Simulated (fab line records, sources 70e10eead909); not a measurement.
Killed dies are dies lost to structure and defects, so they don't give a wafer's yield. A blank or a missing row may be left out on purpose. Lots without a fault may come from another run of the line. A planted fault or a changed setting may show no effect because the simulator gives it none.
fab line records | flow nand_harc
record lots=12 wafers=36 last_day=33
route steps=1302 shown P_M1@305 P_M2@332 END@1302
lots that met no fault: from a run of the same line without faults
start_h: hours from the record's first day to the start of the lot's first wafer shown | wait_h: hours since the lot's step before | " the same as in the row above | L1.1+2: a row that stands for several wafers | - no value, or no start given | * or withheld: withheld | < > ~ a bound
route shown NAME@n: a module of which the file shows steps, and the number in the route of the first | usual: mean/standard deviation of fault-free wafers | same: alike in all rows | chamber/n: place in a boat | sites: the reading at each site | _std_site: their standard deviation | _edge_site: outer sites' mean less inner sites' | radius_mm: how far each site lies from the wafer's centre | mask NAME#n: copy n | behind: the tool/chamber that last shaped the wafer | hold: why the lot was held/for how many hours/how that ended | device: the transistor (n, p or np) that didn't switch | end of line: the same wafers' tests at the end of the route | a step without rows: its recipe alone | killed: dies lost to structure and defects at the first sort, not the wafer's yield | map: a wafer's dies, x killed, . not, _ none there
set.NAME: the setting as run; set.NAME@STEP: as run at that earlier step | model.NAME: the simulator's own value behind a step, which no gauge read
steps of the route over a sample of lots; a table a step, a row a wafer
services: from which hour (start_h, from the record's first day; less than 0 if before it) a tool's chamber was out of use, for how many hours, and why
## steps
# step NHARC_P_M1_DEGAS_29
# recipe temp_c=250 time_s=60
# usual heater_power_w=310/14
# same time_s=60
# columns lot.wafer tool chamber start_h wait_h heater_power_w
L282.1 pvd_sputter-02 - 140.68 - 310
L282.4 " - " " 310
L282.5 " - " " 287
L283.3 pvd_sputter-02 - 146.04 - 309
L283.4 " - " " 305
L283.6 " - " " 306
L284.4 pvd_sputter-02 - 164.58 - 290
L284.5 " - " " 306
L284.6 " - " " 297
L285.3 pvd_sputter-02 - 166.50 - 294
L285.1 " - " " 308
L285.6 " - " " 315
L288.1 pvd_sputter-02 - 195.13 - 307
L288.4 " - " " 310
L288.6 " - " " 309
L290.1 pvd_sputter-02 - 224.76 - 307
L290.2 " - " " 303
L290.6 " - " " 307
L291.1 pvd_sputter-02 - 233.09 - 295
L291.5 " - " " 305
L291.6 " - " " 309
L294.1 pvd_sputter-02 - 254.17 - 310
L294.6 " - " " 302
L294.5 " - " " 309
L293.4 pvd_sputter-02 - 255.07 - 294
L293.2 " - " " 311
L293.6 " - " " 303
L302.3 pvd_sputter-02 - 338.78 - 323
L302.6 " - " " 308
L302.5 " - " " 312
L303.2 pvd_sputter-01 - 347.41 - 320
L303.1 " - " " 350
L303.5 " - " " 326
L304.4 pvd_sputter-01 - 353.68 - 309
L304.3 " - " " 343
L304.5 " - " " 315
# step NHARC_P_M1_INSPECT_27
# usual raw_defect_count=349/140
# columns lot.wafer tool chamber start_h wait_h raw_defect_count
L282.1 defect_inspect-01 - 142.24 0.0 484
L282.4 " - " " 586
L282.5 " - " " 583
L283.3 defect_inspect-02 - 147.59 0.0 259
L283.4 " - " " 465
L283.6 " - " " 261
L284.4 defect_inspect-01 - 166.15 0.0 356
L284.5 " - " " 639
L284.6 " - " " 306
L285.1 defect_inspect-01 - 168.03 0.0 473
L285.3 " - " " 325
L285.6 " - " " 304
L288.1 defect_inspect-02 - 196.69 0.0 333
L288.4 " - " " 552
L288.6 " - " " 227
L290.1 defect_inspect-02 - 226.30 0.0 312
L290.2 " - " " 311
L290.6 " - " " 191
L291.1 defect_inspect-01 - 234.76 0.0 366
L291.5 " - " " 322
L291.6 " - " " 234
L294.1 defect_inspect-01 - 255.71 0.0 360
L294.5 " - " " 297
L294.6 " - " " 317
L293.2 defect_inspect-01 - 256.63 0.0 377
L293.4 " - " " 331
L293.6 " - " " 335
L302.3 defect_inspect-02 - 340.32 0.0 807
L302.5 " - " " 675
L302.6 " - " " 494
L303.1 defect_inspect-02 - 348.96 0.0 265
L303.2 " - " " 441
L303.5 " - " " 281
L304.3 defect_inspect-01 - 355.23 0.0 246
L304.4 " - " " 276
L304.5 " - " " 253
# step NHARC_P_M2_ETCH_35
# recipe target_depth_a=400 overetch_a=120 time_s=43.94 ion_energy_ev=200 n2_flow_sccm=150 h2_flow_sccm=150 ar_flow_sccm=0 rf_w=400 bias_w=150 chemistry=N2/H2
# usual bias_w=150.0/0.45 drypump_motor_current_A=5.5/0.43 oes_product_au=0.996/0.01 rf_vpp_V=430.2/2.7 showerhead_plenum_p_Torr=2.03/0.098 throttle_valve_pct=14.171/0.0083
# same time_s=43.94
# columns lot.wafer tool chamber start_h wait_h bias_w drypump_motor_current_A oes_product_au rf_hours_counter_h rf_vpp_V showerhead_plenum_p_Torr throttle_valve_pct
L282.4 rie_diel-02 1 143.86 0.1 149.9 5.7 0.993 5.0 432.2 2.07 14.168
L282.1 " 2 " " 150.4 4.8 0.998 5.0 433.0 2.13 14.182
L282.5 " 3 " " 150.1 5.3 0.999 - 433.1 2.13 14.175
L283.3 rie_diel-08 3 149.33 0.1 150.2 6.1 0.998 6.8 431.2 2.07 14.178
L283.4 " 1 " " 149.8 4.9 1.002 6.5 429.2 1.95 14.156
L283.6 " 3 " " 150.9 6.1 0.993 - 432.0 2.07 14.161
L284.4 rie_diel-08 1 167.70 0.1 151.0 4.9 0.996 7.9 428.1 1.95 14.180
L284.6 " 2 " " 150.3 5.4 0.984 - 425.1 1.90 14.185
L284.5 " 3 " " 149.9 6.1 0.985 - 431.0 2.07 14.175
L285.1 rie_diel-09 2 169.70 0.1 150.0 6.3 0.990 0.4 427.9 1.90 14.187
L285.3 " 1 " " 149.9 5.8 1.003 0.4 431.9 2.12 14.160
L285.6 " 3 " " 149.3 5.6 1.012 - 433.2 2.11 14.161
L288.4 rie_diel-09 2 198.35 0.1 150.1 6.3 0.995 1.8 427.7 1.90 14.169
L288.1 " 3 " " 150.7 5.6 1.000 1.9 432.6 2.11 14.175
L288.6 " 0 " " 149.8 5.0 0.969 - 427.1 1.93 14.152
L290.2 rie_diel-09 1 228.04 0.1 150.7 5.8 1.004 2.4 432.8 2.12 14.178
L290.1 " 2 " " 150.1 6.2 1.005 3.1 426.7 1.90 14.170
L290.6 " 1 " " 149.9 5.8 1.006 - 432.9 2.12 14.170
L291.1 rie_diel-09 1 236.30 0.1 150.5 5.8 1.011 3.0 431.5 2.12 14.166
L291.5 " 0 " " 150.1 5.0 0.990 - 427.4 1.93 14.164
L291.6 " 1 " " 149.7 5.8 1.009 - 433.1 2.12 14.172
L294.1 rie_diel-09 3 257.39 0.1 149.3 5.6 0.870 4.7 433.0 2.11 14.172
L294.5 " 1 " " 149.5 5.8 0.885 - 432.4 2.12 14.167
L294.6 " 3 " " 149.6 5.6 0.867 - 432.7 2.11 14.173
L293.4 rie_diel-09 1 258.17 0.1 149.6 5.8 0.876 3.9 432.4 2.12 14.177
L293.2 " 3 " " 149.7 5.6 0.865 4.8 433.2 2.11 14.169
L293.6 " 1 " " 149.4 5.8 0.883 - 432.4 2.12 14.173
L302.3 rie_diel-08 1 341.97 0.1 151.0 4.9 0.998 9.2 427.5 1.94 14.170
L302.6 " 0 " " 149.5 5.9 0.997 - 426.9 1.93 14.174
L302.5 " 1 " " 151.1 4.9 0.991 - 427.7 1.94 14.167
L303.2 rie_diel-02 3 350.63 0.1 150.1 5.3 0.989 5.1 433.8 2.13 14.172
L303.1 " 0 " " 150.3 5.2 0.998 7.3 433.5 2.14 14.166
L303.5 " 2 " " 149.3 4.9 0.998 - 432.5 2.13 14.187
L304.4 rie_diel-02 0 356.78 0.1 149.6 5.3 1.000 7.5 432.6 2.14 14.180
L304.3 " 1 " " 149.4 5.7 0.968 6.8 431.7 2.07 14.171
L304.5 " 0 " " 149.5 5.3 1.004 - 433.2 2.14 14.178
# step NHARC_P_M2_PVD_21
# recipe target_thk_a=300 chamber_pressure_pa=5 power_w=5000 substrate_temp_c=30 time_s=20.49 material=Cu
# usual throttle_valve_pct=29.8/1.1
# same time_s=20.49
# columns lot.wafer tool chamber start_h wait_h throttle_valve_pct
L282.1 pvd_sputter-01 - - - 32.0
L282.4 " - " " 28.9
L282.5 " - " " 28.9
L283.3 pvd_sputter-01 - - - 29.1
L283.4 " - " " 29.0
L283.6 " - " " 28.8
L284.4 pvd_sputter-02 - - - 30.2
L284.5 " - " " 29.1
L284.6 " - " " 29.5
L285.3 pvd_sputter-01 - - - 29.0
L285.1 " - " " 28.9
L285.6 " - " " 29.4
L288.1 pvd_sputter-02 - - - 30.3
L288.4 " - " " 28.9
L288.6 " - " " 29.0
L290.2 pvd_sputter-02 - - - 29.6
L290.1 " - " " 30.1
L290.6 " - " " 28.7
L291.1 pvd_sputter-02 - - - 28.9
L291.6 " - " " 29.2
L291.5 " - " " 30.3
L294.1 pvd_sputter-01 - - - 32.4
L294.5 " - " " 29.5
L294.6 " - " " 28.7
L293.4 pvd_sputter-02 - - - 28.8
L293.2 " - " " 30.5
L293.6 " - " " 28.7
L302.3 pvd_sputter-01 - - - 32.3
L302.5 " - " " 30.4
L302.6 " - " " 32.5
L303.1 pvd_sputter-02 - - - 29.1
L303.2 " - " " 30.8
L303.5 " - " " 29.3
L304.3 pvd_sputter-01 - - - 29.2
L304.4 " - " " 32.2
L304.5 " - " " 29.3
# step NHARC_END_SORT_01
# recipe temp_c=25
# usual defect_limited_yield=91/3.1 killed_at_array=54/21 killed_at_other=0.9/1.1 killed_at_periphery=3.5/2.5 killed_dies=58/21 killed_open=3.3/1.9 killed_short=2.6/1.8 sort_bin_2_pct=3.0/1.4 sort_bin_3_pct=0.6/0.41 sort_bin_4_pct=4.9/1.7 sort_n_pass=619/21 sort_rim_yield_pct=92/4 sort_yield_pct=91/3.1
# same gross_dies=677 sort_bin_5_pct[%]=0 sort_bin_6_pct[%]=0 sort_bin_7_pct[%]=0 sort_bin_8_pct[%]=0 sort_rim_n_gross=106.00
# columns lot.wafer tool chamber start_h wait_h defect_limited_yield[%] killed_at_array killed_at_other killed_at_periphery killed_dies killed_open killed_short sort_bin_2_pct[%] sort_bin_3_pct[%] sort_bin_4_pct[%] sort_n_pass sort_rim_yield_pct[%] sort_yield_pct[%]
L288.1 prober-02 0 631.30 2.5 95 33 0 3 36 1 5 1.9 0.1 3.2 641 92 95
L288.4 prober-02 0 633.69 3.4 95 33 2 0 35 2 2 1.3 0 3.8 642 92 95
L288.6 prober-02 0 635.28 4.0 93 44 0 1 45 5 1 2.4 0.3 4.0 632 92 93
L290.1 prober-02 0 659.93 2.5 92 55 0 1 56 5 2 3.1 0.3 4.9 621 98 92
L290.2 prober-02 0 660.73 2.8 93 49 0 1 50 3 3 2.4 0.7 4.3 627 92 93
L290.6 prober-02 0 663.92 4.0 92 55 0 2 57 6 3 3.5 0.4 4.4 620 93 92
# killed by level:class
L288.1 A_SLIT:chamber_film_flake=17 A_CHANNEL_HOLE_D2:chamber_film_flake=6 A_ONON_D2:geometric_particle:short=2 A_WL_FILL:geometric_particle:short=2 A_CONTACT:chamber_film_flake=2 P_M0:geometric_particle:open=1 A_ONON_D1:geometric_particle:short=1 P_ZERO_WELL:chamber_film_flake=1
L288.4 A_SLIT:chamber_film_flake=12 A_CHANNEL_HOLE_D2:chamber_film_flake=12 A_CHANNEL_FILL_D2:chamber_film_flake=2 A_SOURCE_PLATE:geometric_particle:short=1 A_BLC:geometric_particle:open=1 A_M1:geometric_particle:open=1 STARTING-WAFER:geometric_particle:short=1 A_CHANNEL_HOLE_D1:chamber_film_flake=1
L288.6 A_SLIT:chamber_film_flake=27 A_CHANNEL_HOLE_D2:chamber_film_flake=6 A_CHANNEL_HOLE_D1:chamber_film_flake=3 A_CHANNEL_FILL_D2:geometric_particle:open=2 A_SOURCE_PLATE:geometric_particle:short=1 A_ONON_D1:geometric_particle:open=1 A_SGD_CUT:geometric_particle:open=1 A_CONTACT:geometric_particle:open=1
L290.1 A_CHANNEL_HOLE_D1:chamber_film_flake=30 A_CHANNEL_HOLE_D2:chamber_film_flake=11 A_SLIT:chamber_film_flake=3 A_STAIRCASE:chamber_film_flake=2 A_BLC:chamber_film_flake=2 P_M2:geometric_particle:short=1 A_ONON_D1:geometric_particle:short=1 A_ONON_D1:geometric_particle:open=1
L290.2 A_CHANNEL_HOLE_D1:chamber_film_flake=28 A_CHANNEL_HOLE_D2:chamber_film_flake=9 A_STAIRCASE:chamber_film_flake=2 A_BLC:chamber_film_flake=2 P_STI:geometric_particle:short=1 A_SOURCE_PLATE:geometric_particle:short=1 A_CHANNEL_FILL_D1:geometric_particle:short=1 A_CHANNEL_FILL_D1:geometric_particle:open=1
L290.6 A_CHANNEL_HOLE_D1:chamber_film_flake=31 A_CHANNEL_HOLE_D2:chamber_film_flake=9 A_ONON_D1:geometric_particle:open=2 A_CHANNEL_HOLE_D1:geometric_particle:short=2 A_CHANNEL_FILL_D1:chamber_film_flake=2 A_STAIRCASE:chamber_film_flake=2 P_CONTACT:geometric_particle:open=1 A_CHANNEL_HOLE_D1:geometric_particle:open=1
## services
# columns tool chamber start_h hours kind
rie_diel-09 0 122.11 - clean
rie_diel-09 1 122.11 - clean
rie_diel-09 2 122.11 - clean
rie_diel-02 - 130.93 0.1 repair
rie_diel-09 - 143.12 9.0 pm
rie_diel-08 - 154.11 0.5 repair
rie_diel-08 - 181.35 0.4 repair
rie_diel-08 - 190.80 9.0 pm
pvd_sputter-01 - 195.98 1.2 repair
rie_diel-02 - 216.70 9.0 pm
rie_diel-09 1 216.74 9.8 repair
pvd_sputter-01 - 217.55 24.7 repair
rie_diel-09 0 221.90 7.7 repair
rie_diel-02 3 226.03 13.4 repair
pvd_sputter-02 - 234.56 4.7 repair
pvd_sputter-01 - 242.28 10.0 pm
rie_diel-09 2 255.49 2.4 repair
pvd_sputter-01 - 259.55 15.2 repair
pvd_sputter-02 - 275.98 0.7 repair
pvd_sputter-02 - 282.00 10.0 pm
rie_diel-09 - 318.29 0.4 repair
rie_diel-09 - 320.12 9.0 pm
rie_diel-02 3 331.62 13.3 repair
rie_diel-09 2 344.49 3.1 repair
## key
first_sign step=NHARC_P_M2_ETCH_35 reading=oes_product_au direction=down sigmas=12 usual=0.996 struck=0.874
effect none on later readings
met_at NHARC_P_M2_ETCH_35
struck_lots L293,L294
not_acting_at NHARC_P_M1_DEGAS_29,NHARC_P_M1_INSPECT_27,NHARC_P_M2_PVD_21
onset_between 236.30 257.39
fault kind=process_parameter_drift tool=rie_diel-09 chamber=- onset_h=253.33 steps=NHARC_P_M2_ETCH_35 channel=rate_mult offset=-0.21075 shape=step end_h=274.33
